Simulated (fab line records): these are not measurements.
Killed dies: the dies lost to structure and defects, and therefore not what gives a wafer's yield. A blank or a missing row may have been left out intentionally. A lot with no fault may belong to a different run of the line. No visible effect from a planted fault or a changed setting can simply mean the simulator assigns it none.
Comparing a struck lot with a sound one :: flow nand_harc :: 38 out of 1159 route steps
Sound: the wafers L936.3, L936.4, L936.5. Struck: wafer L951.2. (L951.1, L951.5 of the same lot were not struck and are left out.) The cause comes at the end.
Per side, at each step with rows, come the tool, then ch with its chambers, and then its first start. Under that, the readings that differ: sound wafers :: struck wafers :: difference of the means :: sigmas: that difference in standard deviations of wafers without a fault.
alike: a reading whose means differ by less than 2 such deviations, as well as words and numbers matching on both sides. not compared: withheld readings; readings where some wafer has no value; bounds like >300 that might hide an equal value; numbers whose values overlap and for which the record gives no deviation.
Wherever a step has rows on one side only, a row that says differs or no value, or a row with sigmas, the two part there. When numbers do not overlap yet have no deviation, they are printed without sigmas and do not part them. A reading that every wafer of one side lacks parts them only if that side has two wafers or more.

NHARC_A_CHANNEL_HOLE_D1_INSPECT_40:
  sound: defect_inspect-01 at day 9 00:40; struck: defect_inspect-02 at day 12 14:35
  alike: raw_defect_count
then, 6 steps without rows for these wafers: NHARC_A_CHANNEL_FILL_D1_PRECLEAN_00 (cleans in SC1); NHARC_A_CHANNEL_FILL_D1_SRD_01; NHARC_A_CHANNEL_FILL_D1_ALD_02 (deposits SiO2, target thk 6 nm, pulse time 10 s, ald cycles 60); NHARC_A_CHANNEL_FILL_D1_ALD_03 (deposits SiNx, target thk 6 nm, pulse time 60 s, ald cycles 58); NHARC_A_CHANNEL_FILL_D1_ALD_14 (deposits SiO2, target thk 2.5 nm, pulse time 10 s, ald cycles 25); NHARC_A_CHANNEL_FILL_D1_ALD_15 (deposits SiNx, target thk 2 nm, pulse time 60 s, ald cycles 19).
NHARC_A_CHANNEL_FILL_D1_ALD_16: deposits SiO2, target thk 1.5 nm, pulse time 10 s, ald cycles 15.
  sound on ald_hk-02 ch 0,1,3, day 9 15:46; struck on ald_hk-04 ch 2, day 13 03:11
  alike: heater_power_w, precursor_pulse_height_rel
  not compared: since_wet_clean_h
then, 2 steps without rows for these wafers: NHARC_A_CHANNEL_FILL_D1_ANNEAL_17 (time 1800 s); NHARC_A_CHANNEL_FILL_D1_CVD_18 (deposits poly-Si, target thk 3 nm).
NHARC_A_CHANNEL_FILL_D1_ETCHBACK_19: etches the open film in HBr/Cl2, target depth 5 nm, time 1.7 s.
  sound on rie_si-04 ch 0,3, day 10 03:44; struck on rie_si-05 ch 0, day 13 14:44
reading: drypump_motor_current_A (A)
sound: 4.7 6.2 4.7
struck: 6.1
difference: +0.9
sigmas: +2
  alike: he_backside_leak_sccm, oes_product_au, throttle_valve_pct
  not compared: rf_hours_counter_h
then, 1 step without rows for these wafers: NHARC_A_CHANNEL_FILL_D1_ETCHBACK_20 (etches the open film in C4F8/O2/Ar, target depth 27 nm, time 13.5 s).
NHARC_A_CHANNEL_FILL_D1_STRIP_28: strips in O2, time 20 s.
  sound on rie_diel-13 ch 0,2, day 10 03:58; struck on rie_diel-13 ch 0, day 13 14:58
  alike: drypump_motor_current_A, oes_product_au, rf_vpp_V, showerhead_plenum_p_Torr, throttle_valve_pct
  not compared: rf_hours_counter_h
then, 4 steps without rows for these wafers: NHARC_A_CHANNEL_FILL_D1_PRECLEAN_21 (cleans in dHF, time 30 s); NHARC_A_CHANNEL_FILL_D1_SRD_23; NHARC_A_CHANNEL_FILL_D1_CVD_05 (deposits poly-Si, target thk 5 nm); NHARC_A_CHANNEL_FILL_D1_ANNEAL_22 (time 7200 s).
NHARC_A_CHANNEL_FILL_D1_ALD_25: deposits SiOx, target thk 60 nm, pulse time 10 s, ald cycles 600.
  sound on ald_hk-04 ch 1,3, day 10 16:33; struck on ald_hk-02 ch 0, day 14 03:31
  alike: heater_power_w, precursor_pulse_height_rel
  not compared: since_wet_clean_h
NHARC_A_CHANNEL_FILL_D1_ETCHBACK_08: etches the open film in C4F8, target depth 220 nm, time 110 s.
  sound: rie_diel-01 ch 0,1,3; struck: rie_diel-13 ch 0
reading: oes_product_au (a.u.)
sound: 1.01 1.01 1.00
struck: 0.93
difference: -0.08
sigmas: -2

reading: rf_vpp_V (V)
sound: 438.0 439.3 437.7
struck: 443.7
difference: +5.4
sigmas: +2
  not compared: rf_hours_counter_h
then, 4 steps without rows for these wafers: NHARC_A_CHANNEL_FILL_D1_STRIP_29 (strips in O2, time 20 s); NHARC_A_CHANNEL_FILL_D1_PRECLEAN_30 (cleans in dHF, time 30 s); NHARC_A_CHANNEL_FILL_D1_SRD_31; NHARC_A_CHANNEL_FILL_D1_CVD_09 (deposits poly-Si, target thk 150 nm, time 3000 s).
NHARC_A_CHANNEL_FILL_D1_CMP_10: polishes, target thk 150 nm.
  sound on cmp-04 ch 0,1,3, day 11 03:18; struck on cmp-01 ch 1, day 14 14:24
  alike: motor_current_A, time_to_endpoint_s
then, 13 steps without rows for these wafers: NHARC_A_CHANNEL_FILL_D1_SRD_12; NHARC_A_CHANNEL_FILL_D1_RTA_24 (time 5 s); NHARC_A_STAIRCASE_DEP_156 (deposits SiNx, target thk 50 nm); NHARC_A_STAIRCASE_DEHYDRATE_158 (time 120 s); NHARC_A_STAIRCASE_HMDS_159 (time 30 s); NHARC_A_STAIRCASE_COAT_160; NHARC_A_STAIRCASE_SOFTBAKE_161 (time 170 s); NHARC_A_STAIRCASE_EBR_162; NHARC_A_STAIRCASE_EXPOSE_163 (exposes mask STAIR OPEN); NHARC_A_STAIRCASE_PEB_164 (peb time 130 s); NHARC_A_STAIRCASE_DEVELOP_165 (time 140 s); NHARC_A_STAIRCASE_HARDBAKE_167 (time 140 s); NHARC_A_STAIRCASE_DESCUM_168 (chemistry O2, time 3 s).
-- record jumps: 9 days between struck wafers' starts before vs after; left off in module A_STAIRCASE, resumes in module END, first step shown is number 1159 of the route --
NHARC_END_SORT_01:
  at this point the record logs the struck wafers (prober-02 ch 0, day 23 16:34) and has no rows for the sound ones

== WHERE THEY PART ==
At NHARC_A_CHANNEL_FILL_D1_ETCHBACK_19 first; at NHARC_END_SORT_01 last (within this record only).

WHY: whatever the simulator had introduced
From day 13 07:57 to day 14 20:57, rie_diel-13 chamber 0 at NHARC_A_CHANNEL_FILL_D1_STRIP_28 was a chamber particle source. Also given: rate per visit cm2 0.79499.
